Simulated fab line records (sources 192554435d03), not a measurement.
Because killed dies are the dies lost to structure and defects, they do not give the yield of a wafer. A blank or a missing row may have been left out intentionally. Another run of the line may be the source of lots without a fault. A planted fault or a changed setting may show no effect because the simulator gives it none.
Problem report in the 8D (eight disciplines) form, filled by code	flow n5 finfet	the parts of the form that need people (team, actions taken, sign-off) are left out

1. THE ISSUE
N5_PASSIVATION_PECVD_53, run length s: mean 359.3 s on 3 wafers (1 lot); fault-free wafers 197.3 s, standard deviation 0.66. So: +99 or more standard deviations from the usual mean.
The step: deposits SiO2 from TEOS/O2, target thk 800 nm, time 169.4 s.
Seen first at day 14 09:02 on pecvd-03, wafer L196.1. Wafers with a number at this step in the record: 29, from 10 lots. Rule for "out", or "out of limits": more than 4 standard deviations from the usual mean. Any other wafer with a number is counted as sound.

2. WHAT IT IS, AND WHAT IT ISN'T
question	is	is not
which readings at this step	run length s	-
which lots	L196	L193, L199, L200, L201, L202, L203, L204, L205, L209
which wafers of those lots	all that have a number	-
read on which tools	pecvd-03	pecvd-02, pecvd-04
when	from day 14 09:02	up to then (3 sound wafers); but 23 sound wafers of L199, L200, L201, L202, L203, L204, L205, L209 came after

3. WHAT RULES OUT EACH SUSPECT
Counting: any tool at a process step up to the reading is kept as a suspect provided that every lot that is out went through it and no sound lot did after the first of them.
- pvd sputter-02 at N5_MIM_BOT_SPUTTER_00 (material TiN, target thk 35 nm, time 89.7 s): ruled out as a lasting fault. Sound lots L201, L202, L203 ran on it after its first lot that is out, L196 (day 14 01:06).
- rie diel-06 at N5_MIM_BOT_ETCH_STRIP_01 (strips in O2): ruled out as a lasting fault. Sound lots L201 ran on it after its first lot that is out, L196 (day 14 04:40).
- pecvd-03 at N5_PASSIVATION_PECVD_53 (deposits SiO2 from TEOS/O2, target thk 800 nm, time 169.4 s): kept. It ran the lot that is out, L196 (day 14 09:02), and no sound lot after that; its last sound lot up to then is L193 (day 13 17:15). On those wafers its own readings are out: run length s.
Left after counting: pecvd-03 at N5_PASSIVATION_PECVD_53.

4. THE CAUSE (what the simulator had put in)
Drift in process parameters on pecvd-03 at N5_PASSIVATION_PECVD_53, starting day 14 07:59. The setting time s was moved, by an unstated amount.
After counting, this tool was the only one left.

5. THE EFFECT CHAIN, in route order
Each row: a reading whose mean over the struck wafers that have a number lies more than 3 standard deviations from the usual. Readings are gone through only where the record gives a usual standard deviation; hours: the median, over the lots, of the time from a lot's start at the first step in this table giving one to that lot's start at this step; sigmas: the change measured in usual standard deviations.
hours	step	reading	usual	on struck wafers	change	sigmas
0	N5_PASSIVATION_PECVD_53	run length s	197.3 s	359.3	+162.0	+99 or more
4	N5_PASSIVATION_PROBE_49	defect limited yield	91.5 %	0.0	-91.5	-65
4	N5_PASSIVATION_PROBE_49	killed at other	3.9	1079.7	+1075.8	+99 or more
4	N5_PASSIVATION_PROBE_49	killed dies	100	1180	+1080	+64
4	N5_PASSIVATION_PROBE_49	killed on rim	13	152	+139	+36
4	N5_PASSIVATION_PROBE_49	sort_bin_5_function	5.0 %	96.7	+91.7	+97
4	N5_PASSIVATION_PROBE_49	sort n pass	1079	0	-1079	-63
4	N5_PASSIVATION_PROBE_49	sort yield pct	91.4 %	0.0	-91.4	-61
Process steps it contains:
- N5_PASSIVATION_PECVD_53: deposits SiO2 from TEOS/O2, target thk 800 nm, time 169.4 s.
- N5_PASSIVATION_PROBE_49

6. WHAT WOULD HAVE CAUGHT IT SOONER
In this record the first reading out of limits was taken at day 14 09:02, 1 hour after the fault began at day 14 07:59.
